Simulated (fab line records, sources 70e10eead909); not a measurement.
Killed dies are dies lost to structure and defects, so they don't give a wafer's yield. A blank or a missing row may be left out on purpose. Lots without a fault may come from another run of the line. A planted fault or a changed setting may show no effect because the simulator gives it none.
Which tool did it? | flow nand_harc | 19 lots, 57 wafers sampled, at 5 steps of a route of 1302

WHAT THE GAUGES READ, wafer by wafer
NHARC_A_BONDPAD_OVL_MEAS_35. Usual: overlay_x_nm 0 nm, standard deviation 5.3; overlay_y_nm -1 nm, standard deviation 5.5.
lot  | measured     | on         | overlay_x_nm (nm) | overlay_y_nm (nm) | flag
L074 | day 23 16:49 | overlay-01 | 0 1 0             | 3 3 3             |
L076 | day 24 10:17 | overlay-01 | 2 1 1             | -8 -7 -8          |
L078 | day 25 03:22 | overlay-01 | 0 0 0             | 5 5 4             |
L077 | day 25 12:19 | overlay-02 | 2 2 2             | 0 0 0             |
L081 | day 25 18:31 | overlay-01 | -5 -4 -4          | 11 10 11          |
L082 | day 26 03:47 | overlay-02 | -5 -5 -5          | -4 -3 -3          |
L083 | day 26 18:51 | overlay-02 | -3 -3 -3          | -3 -3 -3          |
L085 | day 28 01:58 | overlay-01 | -9 -8 -9          | -11 -11 -11       |
L086 | day 28 03:29 | overlay-02 | -3 -3 -3          | -2 -2 -2          |
L088 | day 29 01:32 | overlay-01 | -1 -1 -1          | -3 -4 -3          |
L089 | day 29 05:59 | overlay-02 | 6 6 6             | -13 -14 -13       |
L091 | day 29 11:21 | overlay-01 | -9 -9 -9          | 4 5 4             |
L090 | day 29 12:05 | overlay-01 | 12 12 12          | 1 1 1             |
L093 | day 30 22:01 | overlay-02 | 1 1 1             | 6 6 6             |
L092 | day 31 07:16 | overlay-01 | 3 4 3             | 4 4 4             |
L094 | day 31 14:31 | overlay-02 | 13 14 14          | -2 -2 -2          |
L096 | day 32 00:52 | overlay-01 | -2 -1 -2          | -3 -4 -4          |
L097 | day 32 02:38 | overlay-02 | 3 2 2             | -4 -4 -3          |
L095 | day 32 04:05 | overlay-02 | -1 -1 -1          | -7 -7 -7          |

WHICH TOOL RAN EACH LOT (tool, then ch and the chambers of the sampled wafers, then the start)
lot  | NHARC_A_CONTACT_ETCH_97                       | NHARC_A_CONTACT_ETCH_88            | NHARC_A_CONTACT_ALD_18              | NHARC_A_M0_ETCH_34
L074 | rie_diel-02 ch 1,3, day 22 16:25              | rie_diel-06 ch 0,2, day 22 21:55   | ald_metal-02 ch 1,3, day 23 02:01   | rie_diel-13 ch 1,3, day 23 08:14
L076 | rie_diel-06 ch 0,1,3, day 23 15:04 or earlier | rie_diel-02 ch 0,1,2, day 23 15:04 | ald_metal-01 ch 0,1,3, day 23 19:26 | rie_diel-09 ch 0,1,3, day 24 01:55
L078 | rie_diel-01 ch 0,2,3, day 24 07:05 or earlier | rie_diel-02 ch 1,3, day 24 07:05   | ald_metal-04 ch 0,1,2, day 24 11:39 | rie_diel-12 ch 0,2, day 24 18:52
L077 | rie_diel-06 ch 0,1,3, day 24 12:22 or earlier | rie_diel-02 ch 0,3, day 24 12:22   | ald_metal-02 ch 0,2,3, day 24 19:47 | rie_diel-12 ch 2,3, day 25 03:22
L081 | rie_diel-02 ch 0,3, day 24 22:32 or earlier   | rie_diel-01 ch 1,3, day 24 22:32   | ald_metal-02 ch 1,2,3, day 25 02:56 | rie_diel-09 ch 0,3, day 25 09:35
L082 | rie_diel-02 ch 1,2,3, day 25 08:14 or earlier | rie_diel-02 ch 1,2,3, day 25 08:14 | ald_metal-01 ch 0,2, day 25 12:18   | rie_diel-13 ch 1,3, day 25 18:55
L083 | rie_diel-06 ch 0,2, day 25 23:48 or earlier   | rie_diel-01 ch 0,2, day 25 23:48   | ald_metal-01 ch 2,3, day 26 03:56   | rie_diel-12 ch 1,2,3, day 26 10:09
L085 | rie_diel-02 ch 0,2, day 26 23:20              | rie_diel-02 ch 0,3, day 27 06:23   | ald_metal-04 ch 0,2, day 27 10:26   | rie_diel-12 ch 0,2, day 27 17:31
L086 | rie_diel-02 ch 0,2, day 27 08:00 or earlier   | rie_diel-02 ch 0,2, day 27 08:00   | ald_metal-01 ch 0,3, day 27 12:11   | rie_diel-12 ch 0,3, day 27 18:56
L088 | rie_diel-01 ch 0,2,3, day 27 19:04            | rie_diel-02 ch 0,2,3, day 28 02:35 | ald_metal-02 ch 1,2,3, day 28 06:41 | rie_diel-13 ch 0,1,2, day 28 13:02
L089 | rie_diel-06 ch 0,1,3, day 28 09:20 or earlier | rie_diel-06 ch 0,1,3, day 28 09:20 | ald_metal-02 ch 0,1,2, day 28 13:53 | rie_diel-13 ch 1,2,3, day 28 20:12
L091 | rie_diel-02 ch 0,3, day 28 15:20 or earlier   | rie_diel-02 ch 0,1,3, day 28 15:20 | ald_metal-02 ch 0,1, day 28 19:23   | rie_diel-13 ch 0,2,3, day 29 01:46
L090 | rie_diel-02 ch 0,2,3, day 28 16:58 or earlier | rie_diel-02 ch 0,1,3, day 28 16:58 | ald_metal-01 ch 1,2,3, day 28 21:13 | rie_diel-12 ch 0,2,3, day 29 03:22
L093 | rie_diel-01 ch 2,3, day 30 02:35 or earlier   | rie_diel-02 ch 0,2, day 30 02:35   | ald_metal-01 ch 0,1,3, day 30 06:55 | rie_diel-13 ch 0,2, day 30 13:16
L092 | rie_diel-06 ch 0,1,3, day 30 11:32 or earlier | rie_diel-02 ch 0,2,3, day 30 11:32 | ald_metal-02 ch 0,2, day 30 15:44   | rie_diel-12 ch 0,3, day 30 22:39
L094 | rie_diel-01 ch 1,2, day 30 16:07 or earlier   | rie_diel-01 ch 0,1,3, day 30 16:07 | ald_metal-04 ch 0,1,3, day 30 23:31 | rie_diel-13 ch 0,3, day 31 06:01
L096 | rie_diel-02 ch 0,1,3, day 31 05:15 or earlier | rie_diel-02 ch 1,2,3, day 31 05:15 | ald_metal-04 ch 0,1,3, day 31 09:19 | rie_diel-09 ch 0,1,2, day 31 16:14
L097 | rie_diel-02 ch 1,2, day 31 07:53 or earlier   | rie_diel-02 ch 2,3, day 31 07:53   | ald_metal-01 ch 0,2, day 31 11:56   | rie_diel-09 ch 0,1, day 31 18:07
L095 | rie_diel-06 ch 0,1, day 31 08:50 or earlier   | rie_diel-01 ch 0,1,3, day 31 08:50 | ald_metal-02 ch 2,3, day 31 12:52   | rie_diel-09 ch 0,3, day 31 19:22
- NHARC_A_CONTACT_ETCH_97: etches the open film in C4F6/O2, target depth 20 nm, time 10 s.
- NHARC_A_CONTACT_ETCH_88: etches the open film in CF4, target depth 39 nm, time 65 s.
- NHARC_A_CONTACT_ALD_18: deposits TiN, target thk 3 nm, pulse time 1 s, ald cycles 150.
- NHARC_A_M0_ETCH_34: etches the open film in N2/H2, target depth 40 nm, overetch 12 nm, time 43.94 s.

WHAT THE TOOLS THEMSELVES READ (means of the sampled wafers that have a number; where no wafer has one, the mark that the record gives instead)
NHARC_A_CONTACT_ETCH_97. Usual: bias_w 500.0 W, standard deviation 1.6; chamber_pressure_mTorr 29.997 mTorr, standard deviation 0.027; drypump_motor_current_A 5.8 A, standard deviation 0.42; mfc_ar_sccm 500.1 sccm, standard deviation 1.7; oes_product_au 0.958 a.u., standard deviation 0.025; rf_fwd_power_W 586.0 W, standard deviation 2.2; rf_vpp_V 546 V, standard deviation 4.2; showerhead_plenum_p_Torr 3.86 Torr, standard deviation 0.2; throttle_valve_pct 26.903 %, standard deviation 0.0093.
lot  | tool        | bias_w (W) | chamber_pressure_mTorr (mTorr) | drypump_motor_current_A (A) | mfc_ar_sccm (sccm) | oes_product_au (a.u.) | rf_fwd_power_W (W) | rf_vpp_V (V) | showerhead_plenum_p_Torr (Torr) | throttle_valve_pct (%) | flag
L074 | rie_diel-02 | 500.0      | 29.997                         | 5.8                         | 500.6              | 0.948                 | 586.3              | 542          | 3.70                            | 26.902                 |
L076 | rie_diel-06 | 500.1      | 29.951                         | 6.2                         | 499.5              | 0.997                 | 587.4              | 550          | 4.05                            | 26.908                 |
L078 | rie_diel-01 | 500.2      | 30.000                         | 5.3                         | 500.7              | 0.933                 | 585.8              | 544          | 3.77                            | 26.901                 |
L077 | rie_diel-06 | 499.7      | 29.997                         | 6.2                         | 499.3              | 0.944                 | 586.3              | 550          | 4.05                            | 26.910                 |
L081 | rie_diel-02 | 498.3      | 29.998                         | 5.9                         | 497.8              | 0.947                 | 583.8              | 545          | 3.84                            | 26.898                 |
L082 | rie_diel-02 | 499.0      | 30.007                         | 5.8                         | 499.7              | 0.999                 | 585.9              | 541          | 3.68                            | 26.899                 |
L083 | rie_diel-06 | 500.6      | 29.984                         | 5.6                         | 500.3              | 0.945                 | 586.1              | 550          | 4.06                            | 26.906                 |
L085 | rie_diel-02 | 501.0      | 29.985                         | 5.9                         | 502.3              | 1.003                 | 583.9              | 548          | 3.97                            | 26.904                 |
L086 | rie_diel-02 | 499.7      | 30.002                         | 5.9                         | 497.7              | 1.015                 | 586.8              | 544          | 3.82                            | 26.911                 |
L088 | rie_diel-01 | 500.8      | 30.024                         | 5.3                         | 500.3              | 0.963                 | 587.5              | 543          | 3.75                            | 26.903                 |
L089 | rie_diel-06 | 500.6      | 30.004                         | 6.2                         | 500.0              | 0.951                 | 588.6              | 550          | 4.03                            | 26.901                 |
L091 | rie_diel-02 | 499.4      | 29.997                         | 6.0                         | 499.1              | 0.949                 | 584.9              | 549          | 3.98                            | 26.913                 |
L090 | rie_diel-02 | 501.5      | 30.017                         | 5.9                         | 502.0              | 0.936                 | 583.9              | 545          | 3.82                            | 26.902                 |
L093 | rie_diel-01 | 499.8      | 30.009                         | 5.5                         | 500.5              | 0.939                 | 588.0              | 543          | 3.71                            | 26.896                 |
L092 | rie_diel-06 | 499.3      | 30.008                         | 6.2                         | 501.5              | 0.959                 | 588.2              | 550          | 4.02                            | 26.901                 |
L094 | rie_diel-01 | 499.4      | 30.009                         | 5.9                         | 500.5              | 0.937                 | 586.1              | 544          | 3.80                            | 26.908                 |
L096 | rie_diel-02 | 502.0      | 29.993                         | 5.9                         | 499.7              | 0.941                 | 584.4              | 544          | 3.82                            | 26.907                 |
L097 | rie_diel-02 | 500.4      | 30.011                         | 5.8                         | 501.4              | 0.948                 | 586.4              | 541          | 3.65                            | 26.898                 |
L095 | rie_diel-06 | 499.3      | 29.980                         | 6.4                         | 500.7              | 0.995                 | 588.2              | 549          | 4.06                            | 26.902                 |

NHARC_A_CONTACT_ETCH_88. Usual: bias_w 100.00 W, standard deviation 0.29; chamber_pressure_mTorr 50.00 mTorr, standard deviation 0.059; drypump_motor_current_A 5.8 A, standard deviation 0.37; mfc_ar_sccm 0.006 sccm, standard deviation 0.0095; oes_product_au 0.996 a.u., standard deviation 0.012; rf_fwd_power_W 297.3 W, standard deviation 1; rf_vpp_V 150.7 V, standard deviation 1.3; showerhead_plenum_p_Torr 1.72 Torr, standard deviation 0.088; throttle_valve_pct 13.284 %, standard deviation 0.0091.
lot  | tool        | bias_w (W) | chamber_pressure_mTorr (mTorr) | drypump_motor_current_A (A) | mfc_ar_sccm (sccm) | oes_product_au (a.u.) | rf_fwd_power_W (W) | rf_vpp_V (V) | showerhead_plenum_p_Torr (Torr) | throttle_valve_pct (%) | flag
L074 | rie_diel-06 | 100.06     | 50.01                          | 5.4                         | 0.000              | 0.991                 | 297.3              | 151.5        | 1.86                            | 13.289                 |
L076 | rie_diel-02 | 99.98      | 50.00                          | 5.8                         | 0.005              | 1.003                 | 297.6              | 150.8        | 1.73                            | 13.283                 |
L078 | rie_diel-02 | 100.51     | 50.04                          | 5.7                         | 0.002              | 0.997                 | 297.4              | 149.3        | 1.66                            | 13.278                 |
L077 | rie_diel-02 | 99.61      | 50.01                          | 6.0                         | 0.012              | 0.999                 | 296.6              | 152.2        | 1.79                            | 13.288                 |
L081 | rie_diel-01 | 99.93      | 50.00                          | 6.0                         | 0.015              | 0.978                 | 297.1              | 150.5        | 1.76                            | 13.287                 |
L082 | rie_diel-02 | 100.02     | 49.98                          | 5.8                         | 0.002              | 0.992                 | 298.0              | 149.5        | 1.66                            | 13.282                 |
L083 | rie_diel-01 | 99.81      | 49.97                          | 5.2                         | 0.000              | 1.002                 | 297.6              | 149.9        | 1.72                            | 13.280                 |
L085 | rie_diel-02 | 100.04     | 49.97                          | 6.0                         | 0.012              | 0.991                 | 297.2              | 151.3        | 1.79                            | 13.285                 |
L086 | rie_diel-02 | 100.20     | 49.97                          | 5.9                         | 0.011              | 1.007                 | 296.6              | 150.7        | 1.79                            | 13.279                 |
L088 | rie_diel-02 | 100.02     | 50.00                          | 5.9                         | 0.007              | 0.995                 | 298.4              | 150.7        | 1.72                            | 13.282                 |
L089 | rie_diel-06 | 99.70      | 50.05                          | 6.2                         | 0.015              | 1.002                 | 297.5              | 152.2        | 1.82                            | 13.294                 |
L091 | rie_diel-02 | 99.66      | 49.89                          | 5.9                         | 0.007              | 0.995                 | 297.2              | 151.1        | 1.73                            | 13.287                 |
L090 | rie_diel-02 | 100.06     | 50.02                          | 5.8                         | 0.007              | 0.993                 | 297.8              | 150.5        | 1.73                            | 13.273                 |
L093 | rie_diel-02 | 99.83      | 50.02                          | 5.9                         | 0.005              | 1.010                 | 297.5              | 151.1        | 1.71                            | 13.284                 |
L092 | rie_diel-02 | 100.34     | 50.03                          | 5.9                         | 0.007              | 0.998                 | 296.9              | 150.6        | 1.72                            | 13.283                 |
L094 | rie_diel-01 | 100.01     | 49.98                          | 5.5                         | 0.007              | 0.988                 | 297.8              | 150.8        | 1.72                            | 13.283                 |
L096 | rie_diel-02 | 99.94      | 49.99                          | 5.8                         | 0.002              | 0.995                 | 297.2              | 149.2        | 1.65                            | 13.281                 |
L097 | rie_diel-02 | 99.99      | 50.00                          | 5.8                         | 0.002              | 1.003                 | 297.1              | 150.0        | 1.65                            | 13.281                 |
L095 | rie_diel-01 | 100.13     | 49.99                          | 5.6                         | 0.007              | 0.986                 | 297.3              | 150.6        | 1.72                            | 13.291                 |

NHARC_A_CONTACT_ALD_18. Usual: heater_power_w 1103 W, standard deviation 84; precursor_pulse_height_rel 0.999, standard deviation 0.019.
lot  | tool         | heater_power_w (W) | precursor_pulse_height_rel | flag
L074 | ald_metal-02 | 1105               | 0.992                      |
L076 | ald_metal-01 | 1066               | 1.002                      |
L078 | ald_metal-04 | 1054               | 0.985                      |
L077 | ald_metal-02 | 1189               | 1.001                      |
L081 | ald_metal-02 | 1127               | 1.007                      |
L082 | ald_metal-01 | 1068               | 1.017                      |
L083 | ald_metal-01 | 1084               | 0.986                      |
L085 | ald_metal-04 | 1078               | 0.991                      |
L086 | ald_metal-01 | 1078               | 1.016                      |
L088 | ald_metal-02 | 1149               | 1.005                      |
L089 | ald_metal-02 | 1166               | 0.974                      |
L091 | ald_metal-02 | 1150               | 0.983                      |
L090 | ald_metal-01 | 1085               | 0.992                      |
L093 | ald_metal-01 | 1113               | 1.000                      |
L092 | ald_metal-02 | 1250               | 0.997                      |
L094 | ald_metal-04 | 1031               | 1.004                      |
L096 | ald_metal-04 | 1062               | 0.979                      |
L097 | ald_metal-01 | 1078               | 1.025                      |
L095 | ald_metal-02 | 1199               | 1.019                      |

NHARC_A_M0_ETCH_34. Usual: bias_w 150.0 W, standard deviation 0.46; chamber_pressure_mTorr 30.002 mTorr, standard deviation 0.028; drypump_motor_current_A 5.8 A, standard deviation 0.37; mfc_ar_sccm 0.007 sccm, standard deviation 0.0084; oes_product_au 1.002 a.u., standard deviation 0.013; rf_fwd_power_W 395.2 W, standard deviation 1.8; rf_vpp_V 429.4 V, standard deviation 2.5; showerhead_plenum_p_Torr 2.00 Torr, standard deviation 0.085; throttle_valve_pct 14.171 %, standard deviation 0.0093.
lot  | tool        | bias_w (W) | chamber_pressure_mTorr (mTorr) | drypump_motor_current_A (A) | mfc_ar_sccm (sccm) | oes_product_au (a.u.) | rf_fwd_power_W (W) | rf_vpp_V (V) | showerhead_plenum_p_Torr (Torr) | throttle_valve_pct (%) | flag
L074 | rie_diel-13 | 150.3      | 29.983                         | 5.5                         | 0.023              | 1.008                 | 396.5              | 430.3        | 2.00                            | 14.168                 |
L076 | rie_diel-09 | 150.4      | 29.974                         | 6.1                         | 0.007              | 1.008                 | 393.9              | 428.3        | 1.97                            | 14.179                 |
L078 | rie_diel-12 | 150.1      | 30.018                         | 5.6                         | 0.002              | 0.991                 | 395.9              | 427.1        | 1.92                            | 14.171                 |
L077 | rie_diel-12 | 149.3      | 29.997                         | 5.6                         | 0.004              | 0.997                 | 395.1              | 429.0        | 1.98                            | 14.172                 |
L081 | rie_diel-09 | 150.0      | 30.008                         | 6.0                         | 0.005              | 1.005                 | 395.4              | 427.2        | 1.92                            | 14.175                 |
L082 | rie_diel-13 | 150.1      | 29.993                         | 5.5                         | 0.019              | 1.019                 | 398.2              | 430.3        | 2.05                            | 14.167                 |
L083 | rie_diel-12 | 149.8      | 29.990                         | 5.7                         | 0.002              | 0.991                 | 394.6              | 429.4        | 2.02                            | 14.174                 |
L085 | rie_diel-12 | 150.4      | 30.015                         | 5.6                         | 0.004              | 0.996                 | 394.0              | 427.7        | 1.96                            | 14.175                 |
L086 | rie_diel-12 | 150.0      | 30.005                         | 5.8                         | 0.000              | 1.000                 | 396.4              | 428.3        | 1.94                            | 14.178                 |
L088 | rie_diel-13 | 150.0      | 30.011                         | 5.5                         | 0.009              | 1.002                 | 397.0              | 432.4        | 2.10                            | 14.176                 |
L089 | rie_diel-13 | 150.6      | 30.033                         | 5.8                         | 0.014              | 1.012                 | 395.6              | 431.8        | 2.06                            | 14.177                 |
L091 | rie_diel-13 | 150.2      | 30.026                         | 5.6                         | 0.012              | 1.002                 | 395.1              | 431.3        | 2.06                            | 14.170                 |
L090 | rie_diel-12 | 150.0      | 29.976                         | 5.7                         | 0.002              | 0.995                 | 395.9              | 428.2        | 1.94                            | 14.173                 |
L093 | rie_diel-13 | 149.9      | 30.017                         | 5.8                         | 0.004              | 1.012                 | 395.5              | 433.3        | 2.12                            | 14.175                 |
L092 | rie_diel-12 | 150.2      | 30.001                         | 5.8                         | 0.000              | 0.997                 | 395.2              | 426.9        | 1.91                            | 14.161                 |
L094 | rie_diel-13 | 150.7      | 29.994                         | 5.1                         | 0.016              | 1.004                 | 396.1              | 430.0        | 2.03                            | 14.168                 |
L096 | rie_diel-09 | 149.8      | 30.019                         | 6.0                         | 0.005              | 0.998                 | 394.3              | 428.1        | 1.98                            | 14.175                 |
L097 | rie_diel-09 | 150.3      | 30.010                         | 6.0                         | 0.002              | 0.989                 | 395.3              | 428.7        | 1.98                            | 14.176                 |
L095 | rie_diel-09 | 149.8      | 30.004                         | 6.1                         | 0.011              | 1.002                 | 393.0              | 426.8        | 1.90                            | 14.174                 |

THE ANSWER, worked out from the rows above alone
Rule: a lot is off if the mean of its wafers that have a number lies more than 3 standard deviations from the usual mean. A lot without any number at a reading at which 4 lots or more have one is off too. The other lots that the step has rows for count as sound. The gauges are gone through in route order, then the tools' own readings, and for those a lot's mean is taken as printed above. The first step at which some lot is off is used, and at that step the reading that is off furthest; a lot without a number counts as furthest.
No lot is off at any reading shown: from this, nothing can be told.

WHAT THE SIMULATOR HAD PUT IN
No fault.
